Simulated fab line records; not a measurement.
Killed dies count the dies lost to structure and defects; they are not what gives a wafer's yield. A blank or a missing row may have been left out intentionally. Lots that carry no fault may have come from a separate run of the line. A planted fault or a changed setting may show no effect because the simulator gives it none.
Matching of chambers + flow nand_harc + ald_hk-01 running NHARC_A_CHANNEL_FILL_D1_ALD_16: 4 sister chambers
The step deposits SiO2, target thk 1.5 nm, pulse time 10 s, ald cycles 15. 8 wafers are shown with their chamber, then 9 later ones without.

WAFERS, EACH WITH ITS CHAMBER
| wafer  | chamber | heater_power_w (W) | susceptor_temp_C (C) |
|--------|---------|--------------------|----------------------|
| L079.2 | 3       | 469                | 299.74               |
| L081.2 | 3       | 469                | 299.65               |
| L081.6 | 1       | 462                | 299.87               |
| L082.1 | 2       | 445                | 300.02               |
| L082.5 | 0       | 453                | 299.72               |
| L092.1 | 1       | 489                | 300.09               |
| L092.3 | 2       | 430                | 300.17               |
| L092.6 | 0       | 428                | 300.03               |

WAFERS WITHOUT THEIR CHAMBER
| wafer  | heater_power_w (W) | susceptor_temp_C (C) |
|--------|--------------------|----------------------|
| L091.2 | 481                | 300.05               |
| L091.4 | 495                | 300.11               |
| L091.6 | 431                | 299.97               |
| L094.1 | 484                | 299.97               |
| L094.2 | 480                | 299.96               |
| L094.6 | 484                | 300.28               |
| L096.3 | 432                | 300.35               |
| L096.4 | 489                | 299.91               |
| L096.5 | 438                | 300.11               |

EACH ONE'S CHAMBER
| wafer  | from the rows above          | in truth |
|--------|------------------------------|----------|
| L091.2 | can't be placed: 1 or 3      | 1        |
| L091.4 | can't be placed: 1 or 3      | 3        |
| L091.6 | can't be placed: 0 or 2      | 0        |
| L094.1 | can't be placed: 1 or 3      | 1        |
| L094.2 | can't be placed: 1 or 3      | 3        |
| L094.6 | can't be placed: 1 or 2 or 3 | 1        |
| L096.3 | can't be placed: 2 or 0      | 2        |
| L096.4 | can't be placed: 1 or 3      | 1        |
| L096.5 | can't be placed: 2 or 0      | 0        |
Placed correctly: 0 of 9. These rows do not allow placing 9 (true chamber among the candidates in 9). Placed wrongly: 0.
How it was worked out, from the rows above alone: a wafer's distance from a chamber is the root of the sum, over the readings, of the square of ((its reading less the chamber's mean) divided by the reading's scatter). If the next closest chamber is less than 2 further off than the closest, the wafer can't be placed; otherwise it belongs to the closest. Each chamber's mean is taken over the wafers shown for it. The scatter: the root of (the sum of the squares of (reading less its chamber's mean) over the shown wafers, divided by (wafers less chambers)).
